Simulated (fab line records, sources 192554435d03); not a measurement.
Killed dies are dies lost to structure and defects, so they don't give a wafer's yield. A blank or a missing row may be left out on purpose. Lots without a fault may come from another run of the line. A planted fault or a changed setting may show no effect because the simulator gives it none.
fab line records | flow n5_finfet
record lots=7 wafers=21
route steps=1938 shown WELL_APT@21 FIN_SAQP@147 FIN_CUT@155 DUMMY_GATE@246 SDB@373 DUMMY_REMOVAL@377 HKMG_FIN@396
start_h: hours from the record's first day to the start of the lot's first wafer shown | wait_h: hours since the lot's step before | " the same as in the row above | L1.1+2: a row that stands for several wafers | - no value, or no start given | * or withheld: withheld | < > ~ a bound
route shown NAME@n: a module of which the file shows steps, and the number in the route of the first | usual: mean/standard deviation of fault-free wafers | same: alike in all rows | chamber/n: place in a boat | sites: the reading at each site | _std_site: their standard deviation | _edge_site: outer sites' mean less inner sites' | radius_mm: how far each site lies from the wafer's centre | mask NAME#n: copy n | behind: the tool/chamber that last shaped the wafer | hold: why the lot was held/for how many hours/how that ended | device: the transistor (n, p or np) that didn't switch | end of line: the same wafers' tests at the end of the route | a step without rows: its recipe alone | killed: dies lost to structure and defects at the first sort, not the wafer's yield | map: a wafer's dies, x killed, . not, _ none there
set.NAME: the setting as run; set.NAME@STEP: as run at that earlier step | model.NAME: the simulator's own value behind a step, which no gauge read
lots whose settings were changed on purpose; a table a step, a row a wafer
## steps
# step N5_WELL_APT_COAT_02
# recipe spin_rpm=1357 resist_thk_nm=950
# columns lot.wafer tool chamber start_h wait_h set.spin_rpm model.coat_of_WELL_APT_COAT_02.thk_nm
L077.2 litho_track-02 0 - - 1456 918.6
L077.3 " 0 " " 1456 914.9
L077.5 " 0 " " 1456 916.4
L080.2 litho_track-02 0 - - 1286 976.1
L080.4 " 0 " " 1357 955.1
L080.6 " 0 " " 1286 975.7
L083.3 litho_track-02 0 - - 1252 988.1
L083.5 " 0 " " 1357 948.7
L083.6 " 0 " " 1252 986
L090.1 litho_track-02 0 - - 1357 950
L090.3 " 0 " " 1357 946.7
L090.6 " 0 " " 1357 951.4
L095.1 litho_track-01 0 - - 1357 945.3
L095.2 " 0 " " 1357 949.3
L095.5 " 0 " " 1357 945.8
L096.2 litho_track-01 0 - - 1357 954.6
L096.3 " 0 " " 1206 1010
L096.6 " 0 " " 1357 953.7
L097.1 litho_track-05 0 - - 1357 950.8
L097.2 " 0 " " 1357 952.5
L097.3 " 0 " " 1357 953.1
# step N5_WELL_APT_PEB_23
# recipe peb_temp_c=130 peb_time_s=90
# columns lot.wafer tool chamber start_h wait_h set.peb_time_s
L077.2+5 litho_track-02 0 32.87 0.0 107.7
L077.3 " 0 " " 90
L080.2+4 litho_track-01 0 51.43 0.0 76.87
L080.6 " 0 " " 90
L083.3+6 litho_track-02 0 68.89 0.0 90
L083.5 " 0 " " 80.34
L090.1+3+6 litho_track-05 0 110.86 0.1 90
L095.1+2+5 litho_track-05 0 140.93 0.1 90
L096.2 litho_track-05 0 146.69 0.0 98.42
L096.3+6 " 0 " " 90
L097.1+3 litho_track-01 0 152.58 0.1 90
L097.2 " 0 " " 75.8
# step N5_WELL_APT_DEVELOP_24
# recipe develop_time_s=45 rinse_liquid=surfactant_rinse dry=air_spin dev_temp_c=21
# columns lot.wafer tool chamber start_h wait_h set.develop_time_s
L077.2+3+5 litho_track-02 0 - - 45
L080.2+4 litho_track-01 0 - - 52.66
L080.6 " 0 " " 45
L083.3+5 litho_track-02 0 - - 45
L083.6 " 0 " " 47.83
L090.1 litho_track-05 0 - - 45
L090.3+6 " 0 " " 36.53
L095.1+2+5 litho_track-05 0 - - 45
L096.2+6 litho_track-05 0 - - 38.8
L096.3 " 0 " " 45
L097.1 litho_track-01 0 - - 48.44
L097.2+3 " 0 " " 45
# step N5_WELL_APT_HARDBAKE_29
# recipe temp_c=130 time_s=120
# step N5_WELL_APT_CD_MEAS_25
# recipe target_cd_nm=200 landing_energy_ev=500 detector=se_inlens
# usual cd_nm=200.6/2
# columns lot.wafer tool chamber start_h wait_h set.peb_time_s@WELL_APT_PEB_23 cd_nm
L077.2 cd_sem-01 0 32.98 - 107.7 209.7
L077.3 " 0 " " 90 200.2
L077.5 " 0 " " 107.7 206.7
L080.2 cd_sem-02 0 51.55 - 76.87 196.1
L080.4 " 0 " " 76.87 194.5
L080.6 " 0 " " 90 200.6
L083.3 cd_sem-01 0 69.01 - 90 203.8
L083.5 " 0 " " 80.34 194.4
L083.6 " 0 " " 90 201.2
L090.1 cd_sem-02 0 110.97 - 90 203.6
L090.3 " 0 " " 90 199.8
L090.6 " 0 " " 90 199.7
L095.1 cd_sem-02 0 141.04 - 90 201.0
L095.2 " 0 " " 90 204.0
L095.5 " 0 " " 90 198.6
L096.2 cd_sem-03 0 146.81 - 98.42 205.3
L096.3 " 0 " " 90 200.6
L096.6 " 0 " " 90 199.5
L097.1 cd_sem-01 0 152.69 - 90 198.9
L097.2 " 0 " " 75.8 188.8
L097.3 " 0 " " 90 201.3
# step N5_WELL_APT_DESCUM_30
# recipe chemistry=O2 time_s=7.9 source_power_w=50 bias_power_w=20 pressure_mtorr=20 rf_frequency_hz=2.712e+07 temp_c=40 o2_flow_sccm=225
# columns lot.wafer tool chamber start_h wait_h set.peb_time_s@WELL_APT_PEB_23 model.WELL_APT.cd_nm
L077.2 rie_diel-04 2 33.07 0.0 107.7 209.5
L077.3 " 0 " " 90 199.9
L077.5 " 1 " " 107.7 206.7
L080.2 rie_diel-02 3 51.63 0.0 76.87 196.1
L080.4 " 2 " " 76.87 194.3
L080.6 " 3 " " 90 200.5
L083.3 rie_diel-04 0 69.09 0.0 90 203.8
L083.5 " 1 " " 80.34 194.6
L083.6 " 0 " " 90 200.9
L090.1 rie_diel-02 1 111.06 0.0 90 203.8
L090.3 " 2 " " 90 199.6
L090.6 " 1 " " 90 199.3
L095.1 rie_diel-04 1 141.13 0.0 90 201.2
L095.2 " 2 " " 90 204.3
L095.5 " 3 " " 90 198.5
L096.2 rie_diel-01 0 146.90 0.0 98.42 205.1
L096.3 " 3 " " 90 200.8
L096.6 " 0 " " 90 199.2
L097.1 rie_diel-02 2 153.15 0.4 90 198.4
L097.2 " 0 " " 75.8 189.2
L097.3 " 3 " " 90 201.2
# step N5_FIN_SAQP_FIN_ETCH_36
# recipe chemistry=HBr/Cl2/O2 target_depth_a=1200 mask_material=SiNx time_s=50.4 bias_w=102 pressure_mtorr=10 icp_w=800 HBr_flow_sccm=150 Cl2_flow_sccm=80 O2_flow_sccm=12
# usual oes_product_au=0.995/0.016
# columns lot.wafer tool chamber start_h wait_h set.icp_w oes_product_au model.etch.depth_nm model.FIN_SAQP.feature_depth_nm
L077.2 rie_si-02 0 43.79 0.0 800 1.016 119.9 119.8
L077.3 " 1 " " 869.8 1.023 124 124
L077.5 " 1 " " 800 0.995 119.2 119.2
L080.2 rie_si-05 0 63.65 0.0 931.4 1.043 128 128
L080.4 " 2 " " 800 0.983 119.5 119.6
L080.6 " 1 " " 931.4 1.041 129.6 129.6
L083.3 rie_si-02 2 79.89 0.0 800 0.971 118.2 118.2
L083.5 " 0 " " 800 1.005 119.1 119
L083.6 " 1 " " 902.1 1.040 125.7 125.6
L090.1 rie_si-05 0 122.29 0.0 729.7 0.959 115.1 115
L090.3 " 3 " " 729.7 0.981 117 117
L090.6 " 1 " " 800 1.007 123.4 123.4
L095.1 rie_si-03 0 151.96 0.0 800 0.981 119.4 119.4
L095.2 " 1 " " 800 0.965 116.2 116.2
L095.5 " 0 " " 800 0.986 120.4 120.4
L096.2 rie_si-05 0 158.23 0.0 876.5 1.026 126.4 126.4
L096.3 " 3 " " 876.5 1.042 127.1 127
L096.6 " 2 " " 800 0.997 121.1 121.2
L097.1 rie_si-02 1 163.70 0.0 800 0.994 118.4 118.4
L097.2 " 0 " " 800 1.002 119 119
L097.3 " 2 " " 800 0.966 117.9 117.8
# step N5_FIN_SAQP_PRECLEAN_38
# recipe chemistry=O3/DIW time_s=45 temp_c=22 o3_ppm=10
# step N5_FIN_SAQP_PRECLEAN_45
# recipe chemistry=dHF time_s=10 dilution=500:1 temp_c=25
# step N5_FIN_SAQP_SRD_39
# recipe dry=ipa_marangoni time_s=30 temp_c=23 rinse_liquid=diw
# step N5_FIN_SAQP_OCD_MEAS_76
# usual trench_depth_nm=120.3/1.6
# columns lot.wafer tool chamber start_h wait_h set.icp_w@FIN_SAQP_FIN_ETCH_36 trench_depth_nm
L077.2 ocd-02 - 44.01 0.0 800 120.2
L077.3 " - " " 869.8 123.9
L077.5 " - " " 800 118.8
L080.2 ocd-01 - 63.87 0.0 931.4 128.1
L080.4 " - " " 800 120.0
L080.6 " - " " 931.4 129.5
L083.3 ocd-02 - 80.11 0.0 800 118.2
L083.5 " - " " 800 118.7
L083.6 " - " " 902.1 125.6
L090.1 ocd-01 - 122.51 0.0 729.7 115.3
L090.3 " - " " 729.7 116.5
L090.6 " - " " 800 123.6
L095.1 ocd-01 - 152.18 0.0 800 119.5
L095.2 " - " " 800 116.1
L095.5 " - " " 800 120.1
L096.2 ocd-02 - 158.45 0.0 876.5 126.0
L096.3 " - " " 876.5 127.6
L096.6 " - " " 800 121.5
L097.1 ocd-02 - 163.92 0.0 800 118.8
L097.2 " - " " 800 118.8
L097.3 " - " " 800 117.9
# step N5_FIN_CUT_COAT_19
# recipe resist=SiARC temp_c=220 time_s=60 spin_rpm=1500 resist_thk_nm=20
# columns lot.wafer tool chamber start_h wait_h set.spin_rpm model.SiARC_of_FIN_CUT_COAT_19.thk_nm
L077.2 litho_track-05 0 - - 1665 19
L077.3+5 " 0 " " 1500 20
L080.2 litho_track-02 0 - - 1644 19
L080.4+6 " 0 " " 1500 20
L083.3+6 litho_track-02 0 - - 1500 20
L083.5 " 0 " " 1352 21
L090.1+6 litho_track-05 0 - - 1500 20
L090.3 " 0 " " 1585 19.4
L095.1+2+5 litho_track-05 0 - - 1500 20
L096.2 litho_track-02 0 - - 1500 19.8
L096.3+6 " 0 " " 1500 20
L097.1+2 litho_track-02 0 - - 1599 19.4
L097.3 " 0 " " 1500 20
# step N5_FIN_CUT_COAT_29
# recipe resist=underlayer temp_c=205 time_s=60 spin_rpm=1500 resist_thk_nm=10
# step N5_FIN_CUT_COAT_02
# recipe resist=CAR-EUV spin_rpm=1500 resist_thk_nm=30
# step N5_FIN_CUT_DESCUM_13
# recipe chemistry=O2 time_s=7 source_power_w=50 bias_power_w=20 pressure_mtorr=20 rf_frequency_hz=2.712e+07 temp_c=40 resist=CAR-EUV o2_flow_sccm=225
# step N5_FIN_CUT_ETCH_30
# recipe chemistry=N2/H2 target=underlayer target_depth_a=130 mask_material=CAR-EUV time_s=10.4 ion_energy_ev=200 pressure_mtorr=30 source_w=840 bias_w=150 n2_flow_sccm=200 h2_flow_sccm=200 ends=cleared
# step N5_FIN_CUT_ETCH_20
# recipe chemistry=CF4 target=SiARC target_depth_a=260 mask_material=CAR-EUV time_s=43.3 ion_energy_ev=80 pressure_mtorr=40 source_w=545 bias_w=36 Ar_flow_sccm=100 cf4_flow_sccm=100 ends=cleared
# columns lot.wafer tool chamber start_h wait_h set.spin_rpm@FIN_CUT_COAT_19 model.etch.depth_nm
L077.2 rie_diel-06 3 44.96 0.0 1665 19
L077.3 " 1 " " 1500 20.02
L077.5 " 3 " " 1500 19.96
L080.2 rie_diel-05 3 64.51 0.0 1644 19.01
L080.4+6 " 0 " " 1500 19.98
L083.3 rie_diel-03 3 80.80 0.0 1500 19.97
L083.5 " 0 " " 1352 21.04
L083.6 " 3 " " 1500 20
L090.1 rie_diel-03 3 123.02 0.0 1500 19.94
L090.3 " 0 " " 1585 19.46
L090.6 " 3 " " 1500 19.91
L095.1 rie_diel-03 1 152.84 0.0 1500 19.95
L095.2 " 0 " " 1500 20.04
L095.5 " 2 " " 1500 20.02
L096.2 rie_diel-03 1 159.11 0.0 1500 19.9
L096.3 " 0 " " 1500 19.91
L096.6 " 0 " " 1500 19.92
L097.1 rie_diel-06 1 164.77 0.0 1599 19.37
L097.2 " 3 " " 1599 19.44
L097.3 " 2 " " 1500 20.03
# step N5_FIN_CUT_ETCH_21
# recipe chemistry=N2/H2 target=SOC target_depth_a=2190 overetch_a=438 mask_material=SiARC temp_c=40 ion_energy_ev=100 bias_w=61 time_s=523.5 pressure_mtorr=30 source_w=850 n2_flow_sccm=200 h2_flow_sccm=200
# columns lot.wafer tool chamber start_h wait_h set.spin_rpm@FIN_CUT_COAT_19 model.SiARC_of_FIN_CUT_COAT_19.thk_nm
L077.2 rie_diel-06 3 45.00 0.0 1665 11
L077.3 " 1 " " 1500 11.6
L077.5 " 3 " " 1500 12
L080.2 rie_diel-05 3 64.54 0.0 1644 10.8
L080.4+6 " 0 " " 1500 12
L083.3+6 rie_diel-03 3 80.83 0.0 1500 12.2
L083.5 " 0 " " 1352 12.8
L090.1+6 rie_diel-03 3 123.06 0.0 1500 12
L090.3 " 0 " " 1585 11.2
L095.1 rie_diel-03 1 152.88 0.0 1500 11.4
L095.2 " 0 " " 1500 11.8
L095.5 " 2 " " 1500 11.6
L096.2 rie_diel-03 1 159.15 0.0 1500 11.4
L096.3+6 " 0 " " 1500 11.6
L097.1 rie_diel-06 1 164.81 0.0 1599 11
L097.2 " 3 " " 1599 11.6
L097.3 " 2 " " 1500 12
# step N5_DUMMY_GATE_ETCH_32
# recipe chemistry=CF4 target=SiO2 target_depth_a=35 time_s=3.9 ion_energy_ev=350 pressure_mtorr=10 icp_w=800 bias_w=400 cf4_flow_sccm=80
# columns lot.wafer tool chamber start_h wait_h set.time_s model.etch.depth_nm
L077.2 rie_si-06 0 64.67 0.1 3.9 3.511
L077.3 " 3 " " 3.9 3.368
L077.5 " 2 " " 3.9 3.433
L080.2 rie_si-01 0 85.44 0.1 3.182 2.865
L080.4 " 1 " " 3.9 3.534
L080.6 " 2 " " 3.182 2.941
L083.3 rie_si-01 0 100.03 0.1 3.343 3.009
L083.5 " 3 " " 3.343 2.882
L083.6 " 0 " " 3.343 2.99
L090.1 rie_si-04 1 142.60 0.1 3.274 3.019
L090.3 " 3 " " 3.274 2.889
L090.6 " 1 " " 3.274 3.021
L095.1 rie_si-01 0 171.66 0.1 3.9 3.457
L095.2 " 1 " " 3.9 3.481
L095.5 " 0 " " 3.9 3.434
L096.2 rie_si-06 2 180.73 0.1 3.9 3.484
L096.3 " 1 " " 3.449 3.087
L096.6 " 2 " " 3.9 3.483
L097.1 rie_si-06 1 186.10 0.1 3.9 3.46
L097.2 " 2 " " 4.178 3.741
L097.3 " 3 " " 3.9 3.361
# step N5_SDB_ALD_29
# recipe material=SiNx target_thk_a=300 temp_c=400 ald_precursor_family=SiH2I2 ald_co_reactant=N2/H2-plasma pulse_time_s=1 ald_cycles=600 purge_time_s=2 co_reactant_purge_time_s=2 pressure_torr=2
# columns lot.wafer tool chamber start_h wait_h set.ald_cycles model.SiNx_of_SDB_ALD_29.thk_nm
L077.2 ald_sin-04 1 84.76 0.0 600 30
L077.3 " 0 " " 600 30.2
L077.5 " 1 86.11 1.4 654 32.8
L080.2+6 ald_sin-02 1,0 108.88 0.0 600 30.2
L080.4 " 0 " " 600 30
L083.3 ald_sin-02 2 118.16 0.0 553 27.6
L083.5 " 3 119.51 1.4 600 29.8
L083.6 " 2 " " 600 30
L090.1+3 ald_sin-03 2,3 162.52 0.0 600 30
L090.6 " 1 163.88 1.4 600 30.2
L095.1+2+5 ald_sin-03 1,3,3 192.37 0.0 600 29.8
L096.2+3 ald_sin-04 1,0 202.52 0.0 600 29.8
L096.6 " 3 203.87 1.4 569 28.4
L097.1+2+3 ald_sin-03 0,2,3 205.70 0.0 600 30
# step N5_SDB_CMP_30
# recipe stop_on=poly-Si t_overpolish_s=1.54 post_cmp_clean=alkaline_brush down_force_psi=4.1491 platen_rpm=51.796 pad_velocity_m_s=1.0306 target_thk_nm=30
# step N5_DUMMY_REMOVAL_HM_STRIP_01
# recipe chemistry=CH3F/O2 material=SiNx target_depth_a=40 stop_on=poly-Si time_s=6.8 over_etch_frac=0.3 ion_energy_ev=60 power_w=410 bias_w=29 Ar_flow_sccm=150 CH3F_flow_sccm=30 O2_flow_sccm=20
# columns lot.wafer tool chamber start_h wait_h set.ald_cycles@SDB_ALD_29 model.SiNx_of_SDB_ALD_29.thk_nm
L077.2 rie_diel-06 2 87.85 0.0 600 29.4
L077.3 " 1 " " 600 29.6
L077.5 " 2 " " 654 28.8
L080.2+6 rie_diel-05 2,1 111.97 0.0 600 29.6
L080.4 " 0 " " 600 29.4
L083.3 rie_diel-03 1 121.24 0.0 553 27.2
L083.5 " 1 " " 600 29.2
L083.6 " 2 " " 600 29.4
L090.1+6 rie_diel-03 2 165.61 0.0 600 29.4
L090.3 " 1 " " 600 29.2
L095.1+2+5 rie_diel-03 1,2,1 195.46 0.0 600 29.2
L096.2+3 rie_diel-03 3,2 205.79 0.2 600 29.2
L096.6 " 2 " " 569 27.8
L097.1+2+3 rie_diel-05 2,1,0 208.89 0.1 600 29.4
# step N5_HKMG_FIN_PEB_47
# recipe peb_temp_c=withheld peb_time_s=60 resist=CAR-ArF
# columns lot.wafer tool chamber start_h wait_h set.peb_time_s
L077.2+3 litho_track-05 0 89.36 0.0 60
L077.5 " 0 " " 63.46
L080.2+6 litho_track-04 0 113.41 0.0 60
L080.4 " 0 " " 65.26
L083.3+6 litho_track-04 0 122.67 0.0 60
L083.5 " 0 " " 70.2
L090.1+3+6 litho_track-04 0 167.10 0.1 60
L095.1+2+5 litho_track-02 0 196.81 0.1 60
L096.2+6 litho_track-02 0 207.10 0.0 65.62
L096.3 " 0 " " 60
L097.1+2 litho_track-02 0 210.34 0.1 49.85
L097.3 " 0 " " 60
# step N5_HKMG_FIN_DEVELOP_48
# recipe develop_time_s=30 developer=TMAH resist=CAR-ArF rinse_liquid=diw dry=air_spin dev_temp_c=23
# step N5_HKMG_FIN_CD_MEAS_49
# recipe target_cd_nm=202 landing_energy_ev=500 detector=se_inlens polarity=opening
# usual cd_nm=201.5/0.57
# columns lot.wafer tool chamber start_h wait_h set.peb_time_s@HKMG_FIN_PEB_47 cd_nm
L077.2 cd_sem-03 0 89.42 - 60 202.0
L077.3 " 0 " " 60 201.7
L077.5 " 0 " " 63.46 204.5
L080.2 cd_sem-01 0 113.47 - 60 201.6
L080.4 " 0 " " 65.26 203.5
L080.6 " 0 " " 60 201.0
L083.3 cd_sem-02 0 122.74 - 60 201.3
L083.5 " 0 " " 70.2 206.2
L083.6 " 0 " " 60 201.1
L090.1 cd_sem-01 0 167.17 - 60 201.0
L090.3 " 0 " " 60 201.7
L090.6 " 0 " " 60 201.6
L095.1 cd_sem-02 0 196.88 - 60 201.6
L095.2 " 0 " " 60 202.7
L095.5 " 0 " " 60 202.0
L096.2 cd_sem-03 0 207.17 - 65.62 205.1
L096.3 " 0 " " 60 202.4
L096.6 " 0 " " 65.62 205.5
L097.1 cd_sem-02 0 210.40 - 49.85 194.7
L097.2 " 0 " " 49.85 194.8
L097.3 " 0 " " 60 201.0
# step N5_HKMG_FIN_ETCH_54
# recipe chemistry=CF4 target=SiARC target_depth_a=455 mask_material=CAR-ArF time_s=75.8 ion_energy_ev=80 pressure_mtorr=40 source_w=545 bias_w=36 Ar_flow_sccm=100 cf4_flow_sccm=100 ends=cleared
# usual rf_vpp_V=184.2/1.2
# columns lot.wafer tool chamber start_h wait_h set.bias_w set.peb_time_s@HKMG_FIN_PEB_47 rf_vpp_V model.HKMG_FIN.cd_offset_nm
L077.2 rie_diel-01 1 89.55 0.0 36 60 182.1 -0.2
L077.3 " 3 " " 36 60 185.6 0.2
L077.5 " 3 " " 30.24 63.46 166.3 2.6
L080.2 rie_diel-04 2 113.66 0.0 38.63 60 193.1 -0.8
L080.4 " 2 " " 36 65.26 185.3 1.2
L080.6 " 1 " " 36 60 185.6 -1
L083.3 rie_diel-04 2 123.42 0.0 36 60 183.9 -1
L083.5 " 2 " " 36 70.2 183.3 3.8
L083.6 " 3 " " 40.85 60 199.9 -0.6
L090.1 rie_diel-04 1 167.29 0.0 30.96 60 166.7 -0.8
L090.3 " 3 " " 36 60 183.9 -0.2
L090.6 " 0 " " 36 60 186.0 -0.2
L095.1 rie_diel-01 3 197.00 0.0 36 60 186.0 -0.2
L095.2 " 0 " " 36 60 182.1 0.2
L095.5 " 2 " " 36 60 183.6 -0.2
L096.2 rie_diel-01 2 207.40 0.0 39.03 65.62 196.1 2.8
L096.3 " 3 " " 36 60 185.2 0.6
L096.6 " 3 " " 36 65.62 186.1 3.2
L097.1 rie_diel-04 2 210.53 0.0 36 49.85 182.6 -7.2
L097.2 " 0 " " 32.74 49.85 174.0 -6.8
L097.3 " 3 " " 36 60 185.7 -1
# step N5_HKMG_FIN_ETCH_55
# recipe chemistry=N2/H2 target=SOC target_depth_a=2400 temp_c=40 time_s=300 ion_energy_ev=200 mask_material=SiARC pressure_mtorr=30 source_w=840 bias_w=150 n2_flow_sccm=200 h2_flow_sccm=200
# step N5_HKMG_FIN_STRIP_56
# recipe chemistry=N2/H2 temp_c=40 n2_flow_sccm=200 h2_flow_sccm=200 rf_frequency_hz=6e+07
# step N5_HKMG_FIN_STRIP_57
# recipe chemistry=CF4 resist=SiARC power_w=300 bias_power_w=75 pressure_mtorr=50 cf4_flow_sccm=150 rf_frequency_hz=6e+07
# step N5_HKMG_FIN_ETCH_58
# recipe chemistry=N2/H2 target=SOC target_depth_a=2158 ion_energy_ev=50 bias_w=13 time_s=741 pressure_mtorr=30 source_w=875 n2_flow_sccm=200 h2_flow_sccm=200
# columns lot.wafer tool chamber start_h wait_h set.peb_time_s@HKMG_FIN_PEB_47 model.HKMG_FIN.cd_offset_nm
L077.2 rie_diel-01 1 89.81 0.0 60 0.2
L077.3 " 3 " " 60 0.8
L077.5 " 3 " " 63.46 3
L080.2 rie_diel-04 2 113.92 0.0 60 -0.6
L080.4 " 2 " " 65.26 1.6
L080.6 " 1 " " 60 -1.4
L083.3 rie_diel-04 2 123.69 0.0 60 -0.8
L083.5 " 2 " " 70.2 4
L083.6 " 3 " " 60 0.2
L090.1 rie_diel-04 1 167.56 0.0 60 -1
L090.3 " 3 " " 60 0.2
L090.6 " 0 " " 60 0
L095.1+2 rie_diel-01 3,0 197.27 0.0 60 -0.8
L095.5 " 2 " " 60 -1
L096.2 rie_diel-01 2 207.66 0.0 65.62 2.2
L096.3 " 3 " " 60 0.2
L096.6 " 3 " " 65.62 2.8
L097.1 rie_diel-04 2 210.79 0.0 49.85 -5.8
L097.2 " 0 " " 49.85 -6.2
L097.3 " 3 " " 60 -0.4
## key
split step=N5_WELL_APT_COAT_02 setting=spin_rpm stated=1357 by=wafer
response step=N5_WELL_APT_COAT_02 reading=model.coat_of_WELL_APT_COAT_02.thk_nm change=-4.87 per=1% r=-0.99
split step=N5_WELL_APT_PEB_23 setting=peb_time_s stated=90 by=wafer
response step=N5_WELL_APT_CD_MEAS_25 reading=cd_nm change=+0.522 per=1% r=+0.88
response step=N5_WELL_APT_DESCUM_30 reading=model.WELL_APT.cd_nm change=+0.511 per=1% r=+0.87
split step=N5_WELL_APT_DEVELOP_24 setting=develop_time_s stated=45 by=wafer
response none clear
split step=N5_FIN_SAQP_FIN_ETCH_36 setting=icp_w stated=800 by=wafer
response step=N5_FIN_SAQP_FIN_ETCH_36 reading=oes_product_au change=+0.00365 per=1% r=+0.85
response step=N5_FIN_SAQP_FIN_ETCH_36 reading=model.etch.depth_nm change=+0.589 per=1% r=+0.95
response step=N5_FIN_SAQP_FIN_ETCH_36 reading=model.FIN_SAQP.feature_depth_nm change=+0.587 per=1% r=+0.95
response step=N5_FIN_SAQP_OCD_MEAS_76 reading=trench_depth_nm change=+0.58 per=1% r=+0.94
split step=N5_FIN_CUT_COAT_19 setting=spin_rpm stated=1500 by=wafer
response step=N5_FIN_CUT_COAT_19 reading=model.SiARC_of_FIN_CUT_COAT_19.thk_nm change=-0.098 per=1% r=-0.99
response step=N5_FIN_CUT_ETCH_20 reading=model.etch.depth_nm change=-0.0967 per=1% r=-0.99
response step=N5_FIN_CUT_ETCH_21 reading=model.SiARC_of_FIN_CUT_COAT_19.thk_nm change=-0.0916 per=1% r=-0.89
split step=N5_DUMMY_GATE_ETCH_32 setting=time_s stated=3.9 by=wafer
response step=N5_DUMMY_GATE_ETCH_32 reading=model.etch.depth_nm change=+0.0354 per=1% r=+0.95
split step=N5_SDB_ALD_29 setting=ald_cycles stated=600 by=wafer
response step=N5_SDB_ALD_29 reading=model.SiNx_of_SDB_ALD_29.thk_nm change=+0.293 per=1% r=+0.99
response step=N5_DUMMY_REMOVAL_HM_STRIP_01 reading=model.SiNx_of_SDB_ALD_29.thk_nm shape=bent at_lowest=27.2 at_stated=29.36 at_highest=28.8
split step=N5_HKMG_FIN_PEB_47 setting=peb_time_s stated=60 by=wafer
response step=N5_HKMG_FIN_CD_MEAS_49 reading=cd_nm change=+0.325 per=1% r=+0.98
response step=N5_HKMG_FIN_ETCH_54 reading=model.HKMG_FIN.cd_offset_nm change=+0.305 per=1% r=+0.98
response step=N5_HKMG_FIN_ETCH_58 reading=model.HKMG_FIN.cd_offset_nm change=+0.293 per=1% r=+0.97
split step=N5_HKMG_FIN_ETCH_54 setting=bias_w stated=36 by=wafer
response step=N5_HKMG_FIN_ETCH_54 reading=rf_vpp_V change=+1.18 per=1% r=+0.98
